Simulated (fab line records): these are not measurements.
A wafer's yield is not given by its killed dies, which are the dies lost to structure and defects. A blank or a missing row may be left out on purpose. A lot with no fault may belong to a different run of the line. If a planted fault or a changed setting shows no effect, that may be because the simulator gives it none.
fab line records	flow n5Finfet
[record] lots = 10	wafers = 29	lastDay = 18
route steps=1938 shown BEOL_M9@1439
lots with no fault: from the same line, run without faults
startH: hours from the record's first day to the start of the lot's first wafer shown	waitH: hours since the lot's step before	" the same as in the row above	L1.1+2: several wafers, shown together as one row	- no value, or no start was given	* or withheld: withheld	< > ~ a bound
route shown NAME@n: a module of which the file shows steps, and the number in the route of the first	usual: mean and standard deviation over wafers with no fault	same: alike in all rows	chamber/n: place in a boat	sites: per-site readings	_std_site: how widely they spread, as a standard deviation	_edge_site: mean of outer sites minus mean of inner sites	radiusMm: how far each site lies from the wafer's centre	mask NAME#n: copy n	behind: the most recent tool/chamber to have shaped the wafer	hold: cause of the lot's hold/its duration in hours/its outcome	device: which transistor (n, p or np) failed to switch	end of line: tests run on the same wafers once the route is complete	step lacking rows: just its recipe	killed: count of dies lost to structure and defects at first sort (not the wafer's yield)	map: a wafer's dies, marking killed ones x, the rest . and places with no die _
set.NAME: the setting the step ran with; set.NAME@STEP: the setting that earlier step ran with	model.NAME: the simulator's own value behind a step, which no gauge read
the route's steps for a sample of lots (tables are steps, rows are wafers)
services: the hour from which a tool's chamber was out of use, counted from the record's first day as startH (under 0 if before that day), plus the number of hours and why
[[steps]]
[step N5_BEOL_M9_ETCH_65]
[recipe] chemistry = CF4	target = SiARC	targetDepthA = 156	maskMaterial = CAR-EUV	timeS = 26	ionEnergyEv = 80	pressureMtorr = 40	sourceW = 545	biasW = 36	Ar_flow_sccm = 100	cf4FlowSccm = 100	ends = cleared
[usual] chamberPressureMTorr = 40.00/0.038	drypumpMotorCurrentA = 5.7/0.39	etchRfOnTimeS = 26.1/0.49	oesProductAu = 0.68/0.059	rfFwdPowerW = 531.8/1.8	rfVppV = 184.2/0.94	showerheadPlenumPTorr = 2.16/0.045	throttleValvePct = 15.59/0.2
lot.wafer	tool	chamber	startH	waitH	chamberPressureMTorr	drypumpMotorCurrentA	etchRfOnTimeS	oesProductAu	rfFwdPowerW	rfHoursCounterH	rfVppV	showerheadPlenumPTorr	throttleValvePct
L709.1	rieDiel-04	1	223.18	0.0	40.03	5.4	25.1	0.79	529.9	23	184.0	2.09	15.30
L709.3	"	3	"	"	39.92	5.7	26.2	0.72	532.7	50	184.9	2.19	15.70
L709.6	"	1	"	"	40.05	5.3	25.4	0.78	530.7	-	184.1	2.09	15.30
L711.1	rieDiel-04	0	240.54	0.0	40.05	5.9	26.0	0.64	531.8	155	185.2	2.13	15.44
L711.3	"	2	"	"	39.99	6.4	25.8	0.73	535.1	65	187.2	2.18	15.68
L711.6	"	3	"	"	40.01	5.7	26.8	0.71	532.1	-	184.9	2.19	15.72
L714.1	rieDiel-04	2	246.55	0.0	40.03	6.4	25.6	0.73	534.1	67	183.0	2.18	15.70
L714.3	"	0	"	"	40.08	5.9	25.9	0.64	530.4	156	184.2	2.13	15.45
L714.4	"	1	"	"	39.98	5.4	25.6	0.76	532.6	30	183.1	2.08	15.31
L715.2	rieDiel-05	0	261.37	0.0	40.01	6.2	26.6	0.61	530.1	196	185.5	2.21	15.91
L715.4	"	2	"	"	40.04	5.5	26.4	0.73	531.5	65	184.2	2.17	15.49
L715.5	"	0	"	"	40.03	6.2	26.7	0.61	529.5	-	185.3	2.21	15.93
L716.1	rieDiel-04	3	263.44	0.0	39.95	5.7	26.3	0.71	533.1	61	184.3	2.18	15.73
L716.4	"	0	"	"	39.93	5.9	25.8	0.64	530.4	162	183.0	2.13	15.47
L716.5	"	3	"	"	40.04	5.7	26.4	0.71	533.2	-	184.5	2.18	15.72
L717.1	rieDiel-02	0	266.75	0.0	40.02	5.4	26.4	0.76	533.2	28	186.7	2.27	15.24
L717.3	"	2	"	"	39.98	5.6	26.4	0.63	533.6	184	183.8	2.13	15.53
L717.5	"	2	"	"	39.95	5.6	26.4	0.62	533.7	-	184.1	2.13	15.54
L719.2	rieDiel-04	0	274.02	0.0	40.02	5.9	25.8	0.64	530.5	165	184.1	2.13	15.49
L719.3	"	2	"	"	39.97	6.4	25.4	0.72	532.2	76	184.1	2.18	15.71
L719.5	"	0	"	"	39.96	5.9	25.7	0.64	531.6	-	183.9	2.13	15.49
L720.5	rieDiel-04	2	281.01	0.0	39.99	6.4	25.6	0.72	532.7	-	183.5	2.18	15.73
L720.6	"	1	"	"	40.04	5.3	25.7	0.75	529.4	-	182.4	2.08	15.33
L730.2	rieDiel-02	3	361.34	0.0	40.00	5.2	26.9	0.57	532.1	224	183.5	2.20	15.93
L730.4	"	1	"	"	39.97	4.9	26.5	0.73	531.2	48	186.4	2.17	15.34
L730.6	"	3	"	"	40.00	5.2	27.1	0.57	530.4	-	185.8	2.20	15.95
L732.1	rieDiel-04	0	365.34	0.0	40.03	5.9	25.8	0.62	531.5	192	185.0	2.12	15.53
L732.2	"	2	"	"	39.99	6.4	25.7	0.69	534.4	104	185.5	2.17	15.78
L732.3	"	1	"	"	39.99	5.3	25.7	0.72	531.4	65	182.5	2.07	15.40
[step N5_BEOL_M9_VIA_ETCH_34]
[recipe] chemistry = C4F6/O2	target = SiCOH_lowk	targetDepthA = 1824	maskMaterial = SOC	taperDeg = 4	timeS = 68.4	ionEnergyEv = 250	pressureMtorr = 30	sourceW = 345	biasW = 185	Ar_flow_sccm = 300	C4F6_flow_sccm = 10	O2_flow_sccm = 10
[usual] chamberPressureMTorr = 29.999/0.028	drypumpMotorCurrentA = 5.7/0.39	oes_f_703_au = 0.79/0.062	oes_o_777_au = 0.80/0.063	oesProductAu = 0.80/0.071	rfFwdPowerW = 341.9/1.4	rfVppV = 668/7.9	showerheadPlenumPTorr = 2.87/0.059	throttleValvePct = 20.90/0.21
lot.wafer	tool	chamber	startH	waitH	chamberPressureMTorr	drypumpMotorCurrentA	oes_f_703_au	oes_o_777_au	oesProductAu	rfFwdPowerW	rfHoursCounterH	rfVppV	showerheadPlenumPTorr	throttleValvePct
L709.1	rieDiel-04	1	223.31	0.0	29.999	5.4	0.91	0.90	0.92	341.3	23	672	2.77	20.64
L709.3	"	3	"	"	29.992	5.7	0.81	0.79	0.86	343.3	50	682	2.90	21.07
L709.6	"	1	"	"	30.039	5.4	0.90	0.90	0.91	341.1	-	671	2.77	20.64
L711.1	rieDiel-04	0	240.66	0.0	30.007	5.9	0.77	0.78	0.75	342.1	155	657	2.86	20.82
L711.3	"	2	"	"	30.041	6.4	0.84	0.84	0.86	342.0	65	674	2.89	21.03
L711.6	"	3	"	"	29.997	5.7	0.80	0.78	0.84	342.1	-	683	2.90	21.06
L714.1	rieDiel-04	2	246.68	0.0	30.030	6.4	0.84	0.84	0.84	343.0	67	673	2.89	21.03
L714.3	"	0	"	"	30.018	5.9	0.78	0.78	0.75	342.2	156	656	2.86	20.82
L714.4	"	1	"	"	29.944	5.4	0.90	0.89	0.89	341.8	30	670	2.77	20.64
L715.2	rieDiel-05	0	261.50	0.0	30.012	6.2	0.73	0.71	0.72	339.7	196	670	2.94	21.26
L715.4	"	2	"	"	29.984	5.5	0.83	0.86	0.85	344.3	65	663	2.87	20.74
L715.5	"	0	"	"	29.907	6.2	0.72	0.71	0.71	340.3	-	671	2.94	21.25
L716.1	rieDiel-04	3	263.57	0.0	29.951	5.7	0.80	0.77	0.83	344.2	61	682	2.90	21.05
L716.4	"	0	"	"	29.952	5.9	0.77	0.78	0.74	343.0	162	658	2.86	20.83
L716.5	"	3	"	"	30.036	5.7	0.79	0.78	0.83	343.2	-	682	2.90	21.07
L717.1	rieDiel-02	0	266.87	0.0	29.998	5.4	0.86	0.87	0.91	344.1	28	672	3.01	20.51
L717.3	"	2	"	"	30.054	5.6	0.74	0.75	0.73	342.8	184	662	2.82	20.63
L717.5	"	2	"	"	29.972	5.6	0.74	0.75	0.74	343.1	-	663	2.82	20.64
L719.2	rieDiel-04	0	274.14	0.0	30.052	5.9	0.76	0.77	0.75	340.7	165	656	2.85	20.84
L719.3	"	2	"	"	30.016	6.4	0.83	0.83	0.84	343.3	76	675	2.89	21.05
L719.5	"	0	"	"	30.018	5.9	0.76	0.77	0.75	341.0	-	658	2.85	20.84
L720.5	rieDiel-04	2	281.15	0.0	30.014	6.4	0.83	0.82	0.83	343.0	-	673	2.89	21.05
L720.6	"	1	"	"	30.009	5.4	0.88	0.87	0.87	341.5	-	670	2.76	20.66
L730.2	rieDiel-02	3	361.47	0.0	29.969	5.2	0.66	0.66	0.67	341.6	224	677	2.94	21.24
L730.4	"	1	"	"	30.016	4.9	0.84	0.83	0.86	341.0	48	659	2.88	20.62
L730.6	"	3	"	"	30.012	5.2	0.66	0.66	0.67	339.9	-	677	2.94	21.25
L732.1	rieDiel-04	0	365.47	0.0	30.000	5.9	0.75	0.75	0.72	343.4	192	655	2.84	20.87
L732.2	"	2	"	"	29.996	6.4	0.80	0.80	0.80	343.7	104	675	2.88	21.08
L732.3	"	1	"	"	29.982	5.4	1.09	1.05	0.89	427.0	65	602	2.75	20.72
[step N5_BEOL_M9_CD_MEAS_35]
[recipe] targetCdNm = 70	targetCdYNm = 40	polarity = opening
[usual] cdNm = 70.0/0.62
lot.wafer	tool	chamber	startH	waitH	cdNm
L709.1	cdSem-01	-	223.74	0.0	69.1
L709.3	"	-	"	"	68.8
L709.6	"	-	"	"	69.3
L711.1	cdSem-01	-	241.10	0.0	69.0
L711.3	"	-	"	"	70.2
L711.6	"	-	"	"	69.7
L714.1	cdSem-03	-	247.10	0.0	70.3
L714.3	"	-	"	"	70.2
L714.4	"	-	"	"	70.1
L715.2	cdSem-02	-	262.03	0.0	70.0
L715.4	"	-	"	"	70.2
L715.5	"	-	"	"	69.9
L716.1	cdSem-02	-	264.01	0.0	69.2
L716.4	"	-	"	"	69.3
L716.5	"	-	"	"	69.6
L717.1	cdSem-02	-	267.42	0.0	70.1
L717.3	"	-	"	"	70.4
L717.5	"	-	"	"	70.7
L719.2	cdSem-03	-	274.57	0.0	68.8
L719.3	"	-	"	"	70.0
L719.5	"	-	"	"	69.3
L720.5	cdSem-02	-	281.56	0.0	70.8
L720.6	"	-	"	"	70.3
L730.2	cdSem-03	-	361.90	0.0	69.3
L730.4	"	-	"	"	69.2
L730.6	"	-	"	"	69.9
L732.1	cdSem-02	-	365.90	0.0	69.7
L732.2	"	-	"	"	70.2
L732.3	"	-	"	"	71.0
[step N5_BEOL_M9_CURE_72]
[recipe] tempC = 370	timeS = 120	ambient = DMADMS/He	material = SiCOH_lowk
[usual] lampPowerPct = 52.32/0.051	wafer_temp_C_max = 371.8/0.59
lot.wafer	tool	chamber	startH	waitH	lampPowerPct	wafer_temp_C_max
L709.1	uvCure-01	1	223.78	0.0	52.31	371.3
L709.3	"	1	"	"	52.30	370.9
L709.6	"	1	"	"	52.38	371.3
L711.1	uvCure-01	2	241.20	0.1	52.28	373.2
L711.3	"	2	"	"	52.31	372.1
L711.6	"	2	"	"	52.31	373.1
L714.1	uvCure-03	0	247.15	0.0	52.32	371.0
L714.3	"	0	"	"	52.39	370.8
L714.4	"	0	"	"	52.24	371.3
L715.2	uvCure-02	0	262.17	0.1	52.34	371.7
L715.4	"	0	"	"	52.25	372.9
L715.5	"	0	"	"	52.28	371.9
L716.1	uvCure-02	1	264.06	0.0	52.37	372.0
L716.4	"	1	"	"	52.44	373.2
L716.5	"	1	"	"	52.42	372.6
L717.1	uvCure-02	0	267.46	0.0	52.29	372.3
L717.3	"	0	"	"	52.34	372.3
L717.5	"	0	"	"	52.32	372.6
L719.2	uvCure-01	1	274.68	0.1	52.32	371.0
L719.3	"	1	"	"	52.22	371.0
L719.5	"	1	"	"	52.30	371.3
L720.5	uvCure-02	0	281.99	0.4	52.36	371.2
L720.6	"	0	"	"	52.44	371.7
L730.2	uvCure-03	0	361.99	0.1	52.31	370.8
L730.4	"	0	"	"	52.32	370.9
L730.6	"	0	"	"	52.32	371.1
L732.1	uvCure-02	2	365.94	0.0	52.37	372.5
L732.2	"	2	"	"	52.37	372.3
L732.3	"	2	"	"	52.24	371.9
[[services]]
tool	chamber	startH	hours	kind
rieDiel-02	3	201.95	4.0	repair
uvCure-02	-	206.66	14.6	pm
uvCure-01	-	206.68	10.0	repair
rieDiel-05	3	210.20	15.3	repair
uvCure-03	-	215.20	9.7	repair
uvCure-03	-	224.93	2.1	pm
uvCure-03	-	233.21	6.0	pm
uvCure-02	-	236.79	7.5	pm
uvCure-01	-	250.82	9.8	repair
rieDiel-02	3	264.08	11.4	repair
rieDiel-02	-	271.71	2.8	pm
rieDiel-02	-	300.28	4.0	repair
rieDiel-02	0	322.58	9.6	repair
rieDiel-04	1	330.34	2.0	repair
rieDiel-02	-	337.47	0.7	repair
rieDiel-05	3	351.34	12.4	repair
[[key]]
[firstSign] step = N5_BEOL_M9_VIA_ETCH_34	reading = rfFwdPowerW	direction = up	sigmas = 59	usual = *	struck = *
[effect] step = N5_BEOL_M9_VIA_ETCH_34	reading = rfVppV	direction = down	sigmas = 8.3	usual = 668	struck = 602
metAt N5_BEOL_M9_VIA_ETCH_34
struckLots L732
struckWafers L732.3
notActingAt N5_BEOL_M9_ETCH_65,N5_BEOL_M9_CD_MEAS_35,N5_BEOL_M9_CURE_72
onsetBetween 281.15 365.47
[fault] kind = processParameterDrift	tool = rieDiel-04	chamber = 1	onsetH = 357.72	steps = N5_BEOL_M9_VIA_ETCH_34	channel = sourceW	offset = 82.8	shape = step	endH = 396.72	actsIn = theseRecipesOnly	stated = 345
